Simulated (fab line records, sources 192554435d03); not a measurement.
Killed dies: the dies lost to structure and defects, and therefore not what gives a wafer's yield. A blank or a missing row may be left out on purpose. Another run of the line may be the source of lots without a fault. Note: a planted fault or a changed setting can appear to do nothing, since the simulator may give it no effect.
Which tool was responsible? | flow n5Finfet | Sampling: 14 lots, 42 wafers, 6 of 1938 route steps

## WHAT THE GAUGES READ, wafer by wafer
N5_BEOL_M11_THK_MEAS_01. Usual: M11_ILD_THK gives 268 nm (standard deviation 3.1).
lot  | measured     | on           | M11_ILD_THK (nm) | flag
L433 | day 10 07:19 | filmMetro-02 | 268 273 273      | 
L434 | day 10 11:43 | filmMetro-01 | 267 269 268      | 
L435 | day 10 18:04 | filmMetro-01 | 270 270 273      | 
L436 | day 10 20:01 | filmMetro-02 | 262 268 268      | 
L438 | day 11 09:46 | filmMetro-02 | 262 266 268      | 
L439 | day 11 23:56 | filmMetro-02 | 270 272 269      | 
L445 | day 13 00:47 | filmMetro-01 | 264 267 270      | 
L447 | day 13 14:35 | filmMetro-01 | 266 269 267      | 
L450 | day 15 02:43 | filmMetro-02 | 265 274 268      | 
L453 | day 15 14:17 | filmMetro-02 | 271 268 275      | 
L452 | day 15 15:24 | filmMetro-02 | 269 270 270      | 
L454 | day 16 05:06 | filmMetro-02 | 268 264 270      | 
L456 | day 16 05:35 | filmMetro-01 | 262 264 270      | 
L455 | day 16 07:55 | filmMetro-02 | 264 273 270      | 

N5_BEOL_M11_INSPECT_13: inspects for defects (brightfield). Usual: rawDefectCount reads 398 (standard deviation 86).
lot  | measured     | on               | rawDefectCount | flag
L433 | day 10 08:56 | defectInspect-02 | 333 296 394    | 
L434 | day 10 14:22 | defectInspect-01 | 510 593 641    | 
L435 | day 10 18:52 | defectInspect-02 | 506 388 481    | 
L436 | day 10 22:16 | defectInspect-01 | 266 339 331    | 
L438 | day 11 12:14 | defectInspect-01 | 339 316 292    | 
L439 | day 12 02:20 | defectInspect-01 | 342 410 450    | 
L445 | day 13 03:07 | defectInspect-01 | 448 460 510    | 
L447 | day 13 16:50 | defectInspect-02 | 334 318 320    | 
L450 | day 15 04:31 | defectInspect-02 | 287 307 348    | 
L453 | day 15 15:34 | defectInspect-02 | 384 349 256    | 
L452 | day 15 18:09 | defectInspect-01 | 299 400 344    | 
L454 | day 16 06:01 | defectInspect-01 | 473 501 455    | 
L456 | day 16 06:34 | defectInspect-01 | 284 412 275    | 
L455 | day 16 10:05 | defectInspect-01 | 487 587 402    | 

N5_BEOL_M11_CD_MEAS_18: pitch 140 nm, target cd 70 nm. Usual: cdNm reads 69.8 nm (standard deviation 0.51).
lot  | measured     | on       | cdNm (nm)      | flag
L433 | day 10 09:32 | cdSem-03 | 69.8 70.3 70.0 | 
L434 | day 10 14:56 | cdSem-02 | 69.6 69.7 69.9 | 
L435 | day 10 19:25 | cdSem-03 | 70.0 70.8 70.1 | 
L436 | day 10 23:04 | cdSem-01 | - - -          | OFF
L438 | day 11 12:43 | cdSem-01 | - - -          | OFF
L439 | day 12 02:52 | cdSem-02 | 69.3 70.0 69.9 | 
L445 | day 13 03:43 | cdSem-01 | 69.2 69.7 70.0 | 
L447 | day 13 17:24 | cdSem-02 | 70.0 69.5 69.8 | 
L450 | day 15 05:01 | cdSem-01 | 69.5 69.5 69.4 | 
L453 | day 15 16:03 | cdSem-02 | 69.3 69.6 69.3 | 
L452 | day 15 18:38 | cdSem-03 | 69.0 69.5 70.1 | 
L454 | day 16 06:49 | cdSem-01 | 70.3 70.3 70.8 | 
L456 | day 16 07:15 | cdSem-03 | 70.0 70.5 69.3 | 
L455 | day 16 10:35 | cdSem-01 | 69.5 70.6 69.9 | 

## TOOL THAT RAN EACH LOT (tool first, then ch and the chambers of the sampled wafers, then the start)
lot  | N5_BEOL_M11_ETCH_62               | N5_BEOL_M11_HM_OPEN_17           | N5_BEOL_M11_STRIP_19
L433 | rieDiel-02 ch 0,3, day 10 09:03   | rieMetal-01 ch 1, day 10 09:14   | rieDiel-06 ch 0,3, day 10 09:28
L434 | rieDiel-05 ch 0,2,3, day 10 14:29 | rieMetal-03 ch 1, day 10 14:40   | rieDiel-05 ch 0,1, day 10 14:52
L435 | rieDiel-05 ch 0,1,3, day 10 18:59 | rieMetal-01 ch 0,1, day 10 19:11 | rieDiel-05 ch 0,1,2, day 10 19:20
L436 | rieDiel-02 ch 1,2, day 10 22:35   | rieMetal-01 ch 0,1, day 10 22:46 | rieDiel-02 ch 0,1, day 10 22:59
L438 | rieDiel-06 ch 0,2,3, day 11 12:21 | rieMetal-02 ch 0,1, day 11 12:32 | rieDiel-02 ch 0,1,3, day 11 12:39
L439 | rieDiel-06 ch 0,2,3, day 12 02:30 | rieMetal-03 ch 0,1, day 12 02:43 | rieDiel-06 ch 0,3, day 12 02:48
L445 | rieDiel-02 ch 0,3, day 13 03:20   | rieMetal-02 ch 0,1, day 13 03:32 | rieDiel-05 ch 1,3, day 13 03:38
L447 | rieDiel-05 ch 0,1,3, day 13 16:58 | rieMetal-01 ch 0,1, day 13 17:09 | rieDiel-06 ch 0,3, day 13 17:20
L450 | rieDiel-06 ch 0,2, day 15 04:38   | rieMetal-01 ch 0,1, day 15 04:50 | rieDiel-06 ch 0,3, day 15 04:56
L453 | rieDiel-05 ch 0,1, day 15 15:41   | rieMetal-02 ch 0,1, day 15 15:52 | rieDiel-06 ch 1,2,3, day 15 15:59
L452 | rieDiel-06 ch 1,2,3, day 15 18:16 | rieMetal-02 ch 0,1, day 15 18:27 | rieDiel-05 ch 1,2, day 15 18:34
L454 | rieDiel-06 ch 0,3, day 16 06:11   | rieMetal-03 ch 0,1, day 16 06:23 | rieDiel-06 ch 0,3, day 16 06:45
L456 | rieDiel-06 ch 0,2,3, day 16 06:52 | rieMetal-02 ch 0,1, day 16 07:04 | rieDiel-05 ch 0,1,3, day 16 07:11
L455 | rieDiel-02 ch 2,3, day 16 10:12   | rieMetal-03 ch 0,1, day 16 10:24 | rieDiel-02 ch 0,2,3, day 16 10:31
- N5_BEOL_M11_ETCH_62: etches SOC in N2/H2, target depth 110 nm, overetch 22 nm, time 165 s.
- N5_BEOL_M11_HM_OPEN_17: chemistry Cl2/BCl3, target TiN, target depth 20 nm, overetch 6 nm.
- N5_BEOL_M11_STRIP_19: strips in O2.

## WHAT THE TOOLS THEMSELVES READ (means of the sampled wafers that have a number; where no wafer has one, the mark that the record gives instead)
N5_BEOL_M11_ETCH_62. Usual: biasW 150.0 W, standard deviation 0.47; chamberPressureMTorr 30.001 mTorr, standard deviation 0.026; drypumpMotorCurrentA 5.8 A, standard deviation 0.46; oesProductAu 0.67 a.u., standard deviation 0.078; rfVppV 524.7 V, standard deviation 2.8; showerheadPlenumPTorr 2.57 Torr, standard deviation 0.099; throttleValvePct 17.97 %, standard deviation 0.22.
lot  | tool       | biasW (W) | chamberPressureMTorr (mTorr) | drypumpMotorCurrentA (A) | oesProductAu (a.u.) | rfVppV (V) | showerheadPlenumPTorr (Torr) | throttleValvePct (%) | flag
L433 | rieDiel-02 | 150.1     | 30.004                       | 6.2                      | 0.66                | 523.6      | 2.51                         | 17.84                | 
L434 | rieDiel-05 | 150.1     | 29.982                       | 6.0                      | 0.62                | 525.3      | 2.63                         | 18.05                | 
L435 | rieDiel-05 | 149.7     | 29.990                       | 6.1                      | 0.64                | 523.9      | 2.54                         | 18.09                | 
L436 | rieDiel-02 | -         | -                            | -                        | -                   | -          | -                            | -                    | OFF
L438 | rieDiel-06 | -         | -                            | -                        | -                   | -          | -                            | -                    | OFF
L439 | rieDiel-06 | 150.3     | 30.017                       | 5.5                      | 0.70                | 525.0      | 2.60                         | 18.03                | 
L445 | rieDiel-02 | 150.5     | 29.971                       | 6.2                      | 0.65                | 522.8      | 2.50                         | 17.86                | 
L447 | rieDiel-05 | 150.1     | 29.985                       | 6.1                      | 0.62                | 523.7      | 2.53                         | 18.12                | 
L450 | rieDiel-06 | 150.0     | 30.000                       | 5.3                      | 0.73                | 525.4      | 2.58                         | 17.99                | 
L453 | rieDiel-05 | 150.2     | 30.048                       | 5.7                      | 0.61                | 524.5      | 2.53                         | 18.02                | 
L452 | rieDiel-06 | 149.7     | 29.994                       | 5.7                      | 0.79                | 523.8      | 2.56                         | 17.78                | 
L454 | rieDiel-06 | 149.1     | 30.002                       | 5.2                      | 0.73                | 524.3      | 2.58                         | 18.05                | 
L456 | rieDiel-06 | 150.1     | 30.014                       | 5.5                      | 0.75                | 525.3      | 2.59                         | 17.95                | 
L455 | rieDiel-02 | 149.9     | 30.023                       | 5.6                      | 0.64                | 526.1      | 2.65                         | 17.86                | 

N5_BEOL_M11_HM_OPEN_17. Usual: drypumpMotorCurrentA 5.8 A, standard deviation 0.57; oesProductAu 0.64 a.u., standard deviation 0.089; throttleValvePct 22.14 %, standard deviation 0.096.
lot  | tool        | drypumpMotorCurrentA (A) | oesProductAu (a.u.) | throttleValvePct (%) | flag
L433 | rieMetal-01 | 5.9                      | 0.57                | 22.23                | 
L434 | rieMetal-03 | 5.0                      | 0.56                | 22.19                | 
L435 | rieMetal-01 | 5.7                      | 0.61                | 22.24                | 
L436 | rieMetal-01 | 5.6                      | 0.26                | 22.87                | OFF
L438 | rieMetal-02 | 6.4                      | 0.28                | 22.70                | OFF
L439 | rieMetal-03 | 5.9                      | 0.74                | 22.07                | 
L445 | rieMetal-02 | 6.3                      | 0.61                | 22.05                | 
L447 | rieMetal-01 | 5.5                      | 0.64                | 22.23                | 
L450 | rieMetal-01 | 5.7                      | 0.59                | 22.27                | 
L453 | rieMetal-02 | 6.4                      | 0.60                | 22.07                | 
L452 | rieMetal-02 | 6.4                      | 0.60                | 22.08                | 
L454 | rieMetal-03 | 5.9                      | 0.78                | 22.02                | 
L456 | rieMetal-02 | 6.4                      | 0.61                | 22.08                | 
L455 | rieMetal-03 | 5.9                      | 0.79                | 22.01                | 

N5_BEOL_M11_STRIP_19. Usual: drypumpMotorCurrentA 5.8 A, standard deviation 0.46; oesProductAu 0.80 a.u., standard deviation 0.1; rfVppV 3.6 V, standard deviation 0.58; showerheadPlenumPTorr 2.11 Torr, standard deviation 0.085; throttleValvePct 16.76 %, standard deviation 0.21.
lot  | tool       | drypumpMotorCurrentA (A) | oesProductAu (a.u.) | rfVppV (V) | showerheadPlenumPTorr (Torr) | throttleValvePct (%) | flag
L433 | rieDiel-06 | 5.4                      | 0.75                | 3.4        | 2.14                         | 16.90                | 
L434 | rieDiel-05 | 5.7                      | 0.76                | 3.6        | 2.10                         | 16.82                | 
L435 | rieDiel-05 | 5.9                      | 0.73                | 3.4        | 2.09                         | 16.81                | 
L436 | rieDiel-02 | 5.9                      | 0.72                | 3.3        | 2.05                         | 16.80                | 
L438 | rieDiel-02 | 5.9                      | 0.78                | 3.5        | 2.13                         | 16.64                | 
L439 | rieDiel-06 | 5.4                      | 0.73                | 3.5        | 2.14                         | 16.93                | 
L445 | rieDiel-05 | 6.5                      | 0.73                | 3.4        | 2.08                         | 17.05                | 
L447 | rieDiel-06 | 5.4                      | 0.95                | 4.4        | 2.13                         | 16.66                | 
L450 | rieDiel-06 | 5.4                      | 0.91                | 3.3        | 2.13                         | 16.66                | 
L453 | rieDiel-06 | 5.6                      | 0.94                | 3.9        | 2.11                         | 16.55                | 
L452 | rieDiel-05 | 6.1                      | 0.81                | 3.3        | 2.00                         | 16.76                | 
L454 | rieDiel-06 | 5.2                      | 0.86                | 3.5        | 2.12                         | 16.70                | 
L456 | rieDiel-05 | 6.1                      | 0.72                | 3.4        | 2.08                         | 17.00                | 
L455 | rieDiel-02 | 5.9                      | 0.74                | 3.4        | 2.13                         | 16.78                | 

## THE ANSWER, worked out from the rows above alone
Rule: a lot counts as off when the mean over its wafers that have a number is more than 3 standard deviations away from the usual mean. Also off: a lot with no number at a reading for which 4 or more lots have one. Where the step has rows for the other lots, those lots are counted as sound. After the gauges, taken in route order, come the tools' own readings; for these a lot's mean is taken, as printed above. At the first step where some lot is off, the reading lying furthest off is the one used; lots without a number count as furthest.
Off: L436, L438 (N5_BEOL_M11_CD_MEAS_18, cdNm). Without a number there: L436, L438.
If a tool, at a process step before that reading, ran all the lots that are off and no sound lot after the first of them, it fits. The gauges at N5_BEOL_M11_CD_MEAS_18 aren't tried: what is off there is off at N5_BEOL_M11_ETCH_62 too, on other tools, and a gauge's error can't cause that. Not one of the candidates tried fits.

## WHAT THE SIMULATOR HAD PUT IN
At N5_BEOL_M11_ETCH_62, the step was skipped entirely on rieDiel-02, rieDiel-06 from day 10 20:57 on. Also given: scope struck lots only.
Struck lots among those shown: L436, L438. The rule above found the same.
